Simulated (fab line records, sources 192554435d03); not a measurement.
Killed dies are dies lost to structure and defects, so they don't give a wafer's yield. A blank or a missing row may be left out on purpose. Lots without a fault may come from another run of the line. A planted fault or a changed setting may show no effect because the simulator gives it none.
Chamber matching | flow n5_finfet | N5_BEOL_M8_STRIP_67 on rie_diel-06: 4 sister chambers
The step strips in CF4. 22 wafers are shown with their chamber, then 11 later ones without.

WAFERS WITH THEIR CHAMBER
wafer  | chamber | showerhead_plenum_p_Torr (Torr) | drypump_motor_current_A (A) | throttle_valve_pct (%)
L076.1 | 3       | 1.72                            | 6.2                         | 13.68
L076.2 | 2       | 1.76                            | 5.9                         | 13.12
L076.4 | 0       | 1.76                            | 5.8                         | 13.45
L078.3 | 0       | 1.76                            | 5.8                         | 13.46
L078.5 | 3       | 1.72                            | 6.2                         | 13.66
L078.6 | 2       | 1.76                            | 5.9                         | 13.13
L080.3 | 3       | 1.72                            | 6.2                         | 13.73
L080.5 | 2       | 1.76                            | 5.9                         | 13.15
L080.6 | 1       | 1.78                            | 6.0                         | 13.85
L084.2 | 3       | 1.72                            | 6.2                         | 13.71
L084.3 | 2       | 1.76                            | 5.9                         | 13.17
L084.6 | 0       | 1.76                            | 5.8                         | 13.50
L082.1 | 2       | 1.76                            | 5.9                         | 13.17
L082.4 | 2       | 1.76                            | 5.9                         | 13.16
L082.5 | 0       | 1.76                            | 5.8                         | 13.51
L085.1 | 1       | 1.78                            | 5.9                         | 13.85
L085.5 | 1       | 1.78                            | 6.0                         | 13.83
L085.6 | 0       | 1.76                            | 5.8                         | 13.50
L087.1 | 0       | 1.76                            | 5.8                         | 13.50
L087.3 | 2       | 1.76                            | 5.9                         | 13.16
L087.5 | 2       | 1.76                            | 5.9                         | 13.18
L089.1 | 2       | 1.75                            | 5.9                         | 13.22

SIGNATURES (means of the wafers above)
reading                  | chamber 0 | chamber 1 | chamber 2 | chamber 3 | scatter within a chamber
showerhead_plenum_p_Torr | 1.7600    | 1.7800    | 1.7589    | 1.7200    | 0.00222
drypump_motor_current_A  | 5.800     | 5.967     | 5.900     | 6.200     | 0.0192
throttle_valve_pct       | 13.4867   | 13.8433   | 13.1622   | 13.6950   | 0.0269
Rule: a wafer's distance from a chamber is the root of the sum, over the readings, of the square of ((its reading less the chamber's mean) divided by the reading's scatter). The wafer belongs to the nearest chamber; if the next one is less than 2 further off, it can't be placed. The scatter: the root of (the sum of the squares of (reading less its chamber's mean) over the shown wafers, divided by (wafers less chambers)).

WAFERS WITHOUT THEIR CHAMBER
wafer  | showerhead_plenum_p_Torr (Torr) | drypump_motor_current_A (A) | throttle_valve_pct (%)
L089.2 | 1.76                            | 5.8                         | 13.51
L089.5 | 1.78                            | 6.0                         | 13.88
L090.3 | 1.71                            | 6.2                         | 13.77
L090.5 | 1.78                            | 6.0                         | 13.89
L090.6 | 1.76                            | 5.8                         | 13.53
L091.2 | 1.75                            | 5.9                         | 13.20
L091.4 | 1.78                            | 6.0                         | 13.89
L091.5 | 1.75                            | 5.9                         | 13.21
L096.3 | 1.71                            | 6.2                         | 13.81
L096.4 | 1.71                            | 6.1                         | 13.82
L096.5 | 1.75                            | 5.8                         | 13.57

WHICH CHAMBER EACH WENT THROUGH
wafer  | from the rows above | in truth
L089.2 | 0                   | 0
L089.5 | 1                   | 1
L090.3 | 3                   | 3
L090.5 | 1                   | 1
L090.6 | 0                   | 0
L091.2 | 2                   | 2
L091.4 | 1                   | 1
L091.5 | 2                   | 2
L096.3 | 3                   | 3
L096.4 | 3                   | 3
L096.5 | 0                   | 0
Placed correctly: 11 of 11. Can't be placed from these rows: 0. Placed wrongly: 0.
